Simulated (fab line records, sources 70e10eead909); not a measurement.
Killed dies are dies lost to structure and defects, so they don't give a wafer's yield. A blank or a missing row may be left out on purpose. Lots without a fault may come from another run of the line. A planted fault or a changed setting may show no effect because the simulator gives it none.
Which tool did it? | flow nand_harc | 12 lots, 36 wafers sampled, at 5 steps of a route of 1302

WHAT THE GAUGES READ, wafer by wafer
NHARC_A_BONDPAD_CD_MEAS_13.
lot  | measured     | on        | cd_nm (nm)
L489 | day 22 17:20 | cd_sem-01 | 499.7 497.6 503.1
L492 | day 23 22:37 | cd_sem-02 | 501.0 503.7 500.9
L493 | day 24 18:16 | cd_sem-03 | 500.1 497.3 501.4
L494 | day 25 12:25 | cd_sem-03 | 497.7 499.7 498.8
L495 | day 25 23:32 | cd_sem-03 | 503.0 502.9 499.1
L498 | day 26 06:04 | cd_sem-01 | 498.7 500.2 500.2
L500 | day 27 04:29 | cd_sem-01 | 503.5 496.9 500.1
L501 | day 28 08:45 | cd_sem-02 | 501.8 500.8 503.3
L502 | day 28 14:58 | cd_sem-01 | 500.5 498.4 499.9
L504 | day 29 09:34 | cd_sem-03 | 498.7 500.5 497.5
L505 | day 29 16:51 | cd_sem-01 | 501.2 499.3 500.4
L512 | day 33 01:42 | cd_sem-01 | 501.9 501.8 496.7

NHARC_HYBRID_BOND_INSPECT_06: inspects for defects (ir void).
lot  | measured     | on                | raw_defect_count
L489 | day 23 07:21 | defect_inspect-02 | 122 115 134
L492 | day 24 08:59 | defect_inspect-02 | 62 63 68
L493 | day 25 06:00 | defect_inspect-02 | 67 69 79
L494 | day 26 00:16 | defect_inspect-01 | 45 72 54
L495 | day 26 11:43 | defect_inspect-01 | 150 144 164
L498 | day 26 20:22 | defect_inspect-01 | 132 150 111
L500 | day 27 16:47 | defect_inspect-02 | 99 93 79
L501 | day 28 20:40 | defect_inspect-02 | 28 27 26
L502 | day 29 02:59 | defect_inspect-02 | 104 107 111
L504 | day 29 21:26 | defect_inspect-02 | 100 100 92
L505 | day 30 06:43 | defect_inspect-02 | 74 82 60
L512 | day 33 13:14 | defect_inspect-01 | 131 136 150

NHARC_END_SORT_01.
lot  | measured     | on        | defect_limited_yield (%) | killed_at_array | killed_at_other | killed_at_periphery | killed_dies | killed_open | killed_short
L502 | day 30 00:46 | prober-02 | 0 0 0                    | 56 68 63        | 620 609 613     | 1 0 1               | 677 677 677 | 1 1 4       | 3 3 1
L504 | day 30 14:54 | prober-01 | 0 0 0                    | 77 51 61        | 595 620 610     | 5 6 6               | 677 677 677 | 4 5 2       | 2 3 3

WHICH TOOL RAN EACH LOT (tool, then ch and the chambers of the sampled wafers, then the start)
lot  | NHARC_THIN_TSV_DEP_43           | NHARC_THIN_TSV_ETCH_44
L489 | pecvd-02 ch 0,1, day 23 09:14   | rie_diel-03 ch 0,1,3, day 23 10:19
L492 | pecvd-03 ch 0,2, day 24 10:51   | rie_diel-03 ch 0,1,2, day 24 11:57
L493 | pecvd-01 ch 0,1,2, day 25 07:59 | rie_diel-03 ch 0,1, day 25 08:52
L494 | pecvd-01 ch 0,2, day 26 02:25   | rie_diel-03 ch 0,1,3, day 26 03:28
L495 | pecvd-03 ch 0,1,2, day 26 13:40 | rie_diel-08 ch 0,1,3, day 26 14:43
L498 | pecvd-02 ch 0,1, day 26 22:21   | rie_diel-03 ch 0,1,3, day 26 23:29
L500 | pecvd-01 ch 0,2, day 27 18:41   | rie_diel-01 ch 2,3, day 27 19:49
L501 | pecvd-03 ch 0,1,2, day 28 22:35 | rie_diel-01 ch 0,2,3, day 28 23:44
L502 | pecvd-03 ch 0,1,2, day 29 04:53 | rie_diel-03 ch 0,1,2, day 29 05:53
L504 | pecvd-02 ch 0,1, day 29 23:17   | rie_diel-03 ch 1,2, day 30 00:22
L505 | pecvd-02 ch 0,2, day 30 08:40   | rie_diel-08 ch 1,2,3, day 30 09:31
L512 | pecvd-03 ch 0,1,2, day 33 16:18 | rie_diel-08 ch 0,1,2, day 33 17:23
- NHARC_THIN_TSV_DEP_43: deposits SiO2, target thk 1328.5 nm.
- NHARC_THIN_TSV_ETCH_44: etches the open film in CF4/O2, target depth 1594.2 nm, time 797.1 s.

WHAT THE TOOLS THEMSELVES READ (means of the sampled wafers that have a number; where no wafer has one, the mark that the record gives instead)
NHARC_THIN_TSV_DEP_43.
lot  | tool     | chamber_pressure_Torr (Torr) | flow_sccm (sccm) | throttle_valve_pct (%)
L489 | pecvd-02 | 6.501                        | 2646             | 16.2
L492 | pecvd-03 | 6.494                        | 2649             | 16.7
L493 | pecvd-01 | 6.496                        | 2639             | 15.9
L494 | pecvd-01 | 6.492                        | 2647             | 16.1
L495 | pecvd-03 | 6.495                        | 2649             | 16.9
L498 | pecvd-02 | 6.515                        | 2647             | 16.2
L500 | pecvd-01 | 6.487                        | 2649             | 16.1
L501 | pecvd-03 | 6.496                        | 2644             | 16.9
L502 | pecvd-03 | -                            | -                | -
L504 | pecvd-02 | -                            | -                | -
L505 | pecvd-02 | 6.496                        | 2646             | 16.5
L512 | pecvd-03 | 6.503                        | 2654             | 17.0

NHARC_THIN_TSV_ETCH_44.
lot  | tool        | bias_w (W) | drypump_motor_current_A (A) | oes_product_au (a.u.) | rf_vpp_V (V) | showerhead_plenum_p_Torr (Torr) | throttle_valve_pct (%)
L489 | rie_diel-03 | 801.4      | 5.7                         | 1.005                 | 793          | 1.81                            | 16.906
L492 | rie_diel-03 | 800.9      | 5.7                         | 0.996                 | 793          | 1.80                            | 16.915
L493 | rie_diel-03 | 802.3      | 5.7                         | 1.000                 | 789          | 1.74                            | 16.916
L494 | rie_diel-03 | 801.8      | 5.8                         | 1.009                 | 792          | 1.81                            | 16.916
L495 | rie_diel-08 | 800.4      | 5.2                         | 0.988                 | 790          | 1.77                            | 16.919
L498 | rie_diel-03 | 799.4      | 5.8                         | 1.008                 | 793          | 1.81                            | 16.917
L500 | rie_diel-01 | 802.7      | 5.1                         | 0.996                 | 798          | 1.88                            | 16.917
L501 | rie_diel-01 | 802.3      | 5.3                         | 0.995                 | 796          | 1.85                            | 16.921
L502 | rie_diel-03 | 799.0      | 5.7                         | 1.002                 | 792          | 1.80                            | 16.917
L504 | rie_diel-03 | 802.8      | 6.0                         | 1.002                 | 797          | 1.86                            | 16.911
L505 | rie_diel-08 | 799.4      | 5.0                         | 0.987                 | 794          | 1.82                            | 16.907
L512 | rie_diel-08 | 800.7      | 5.3                         | 1.008                 | 790          | 1.77                            | 16.912

THE ANSWER, worked out from the rows above alone
Rule: what is usual is taken from the lots themselves. Put in order of their means at a reading, lots are off if they are a third of the lots or fewer, leave a main group of 4 or more, and stand apart from it by a gap of 3 or more times the standard deviation of the main group's means; of several such gaps the widest counts. A main group whose means are all the same, to the digits that the tables above print for the reading, isn't used. A lot without any number at a reading at which 4 lots or more have one is off too. The other lots that the step has rows for count as sound. The gauges are gone through in route order, then the tools' own readings, and for those a lot's mean is taken as printed above. The first step at which some lot is off is used, and at that step the reading that is off furthest; a lot without a number counts as furthest.
Off: L502, L504, at NHARC_THIN_TSV_DEP_43 (chamber_pressure_Torr). Without a number there: L502, L504. The main group: mean 6.498 Torr, standard deviation 0.0072.
A tool fits if, at that step or a process step before it, it ran every lot that is off, and no sound lot after the first of them. None of those tried fits.

WHAT THE SIMULATOR HAD PUT IN
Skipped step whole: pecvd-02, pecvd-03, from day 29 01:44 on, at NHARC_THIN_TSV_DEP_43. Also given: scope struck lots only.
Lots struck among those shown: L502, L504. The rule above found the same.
